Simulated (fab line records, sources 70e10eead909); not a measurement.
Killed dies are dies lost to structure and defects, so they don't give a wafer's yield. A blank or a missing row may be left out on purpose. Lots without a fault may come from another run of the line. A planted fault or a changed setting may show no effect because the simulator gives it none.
Tool commonality check | flow nand_harc | 2 lots, 6 wafers sampled

WHY IT WAS OPENED
At NHARC_END_SORT_01 the reading killed_dies is flagged on 2 of 2 lots. Wafers without a fault read 59, standard deviation 17.
Rule: a lot is flagged when every wafer of it that has a number lies more than 4 standard deviations from that mean, or none has a number. The other lots count as sound.

lot  | measured     | on        | killed_dies, wafer by wafer | flag
L106 | day 31 17:05 | prober-02 | 160 168 166                 | FLAGGED
L107 | day 32 20:22 | prober-01 | 161 167 179                 | FLAGGED
The numbers of the flagged lots are 167 on average: +108 against the usual, or +6 standard deviations.

WHICH TOOL RAN EACH LOT
The record holds 3 process steps before the reading, out of a route of 1302 steps. In each cell: the tool, then ch and the chambers that the sampled wafers went through, then the start.
lot  | flag    | NHARC_A_CHANNEL_FILL_D2_CVD_09   | NHARC_THIN_TSV_DESCUM_14           | NHARC_THIN_TSV_PVD_51
L106 | FLAGGED | lpcvd_poly-03 ch 0, day 23 00:43 | rie_diel-05 ch 1,2,3, day 31 02:16 | pvd_sputter-03, day 31 08:00 or earlier
L107 | FLAGGED | lpcvd_poly-03 ch 0, day 23 09:25 | rie_diel-05 ch 0,1,3, day 32 03:00 | pvd_sputter-01, day 32 08:36 or earlier
What these steps do:
- NHARC_A_CHANNEL_FILL_D2_CVD_09: deposits poly-Si, target thk 150 nm, time 3000 s.
- NHARC_THIN_TSV_DESCUM_14: chemistry O2, time 3 s.
- NHARC_THIN_TSV_PVD_51: deposits Cu, target thk 100 nm.
- NHARC_END_SORT_01

FLAGGED OVER TOTAL, TOOL BY TOOL (the gauges that took the reading come last)
step                           | tool           | lots run | flagged | share of the flagged lots | sound lots run after its first flagged lot
NHARC_A_CHANNEL_FILL_D2_CVD_09 | lpcvd_poly-03  | 2        | 2       | all                       | 0
NHARC_THIN_TSV_DESCUM_14       | rie_diel-05    | 2        | 2       | all                       | 0
NHARC_THIN_TSV_PVD_51          | pvd_sputter-01 | 1        | 1       | some                      | 0
NHARC_THIN_TSV_PVD_51          | pvd_sputter-03 | 1        | 1       | some                      | 0
NHARC_END_SORT_01              | prober-01      | 1        | 1       | some                      | 0
NHARC_END_SORT_01              | prober-02      | 1        | 1       | some                      | 0
NHARC_THIN_TSV_PVD_51 gives no start for some lots, so the hours and the order of its lots are those of NHARC_THIN_TSV_CD_MEAS_33.

WHAT THE TABLE ALLOWS
2 rows of the table ran every flagged lot: lpcvd_poly-03 at NHARC_A_CHANNEL_FILL_D2_CVD_09, rie_diel-05 at NHARC_THIN_TSV_DESCUM_14.
- lpcvd_poly-03 at NHARC_A_CHANNEL_FILL_D2_CVD_09: 2 of its 2 lots flagged. It ran no sound lot before its first flagged lot in this sample, so the start can't be narrowed down.
- rie_diel-05 at NHARC_THIN_TSV_DESCUM_14: 2 of its 2 lots flagged. It ran no sound lot before its first flagged lot in this sample, so the start can't be narrowed down.
Counting lots can't tell these 2 tools apart, because each fits a fault that began at some hour. More lots, or a look at what each step does to the wafer, might.

WHAT THE SIMULATOR HAD PUT IN
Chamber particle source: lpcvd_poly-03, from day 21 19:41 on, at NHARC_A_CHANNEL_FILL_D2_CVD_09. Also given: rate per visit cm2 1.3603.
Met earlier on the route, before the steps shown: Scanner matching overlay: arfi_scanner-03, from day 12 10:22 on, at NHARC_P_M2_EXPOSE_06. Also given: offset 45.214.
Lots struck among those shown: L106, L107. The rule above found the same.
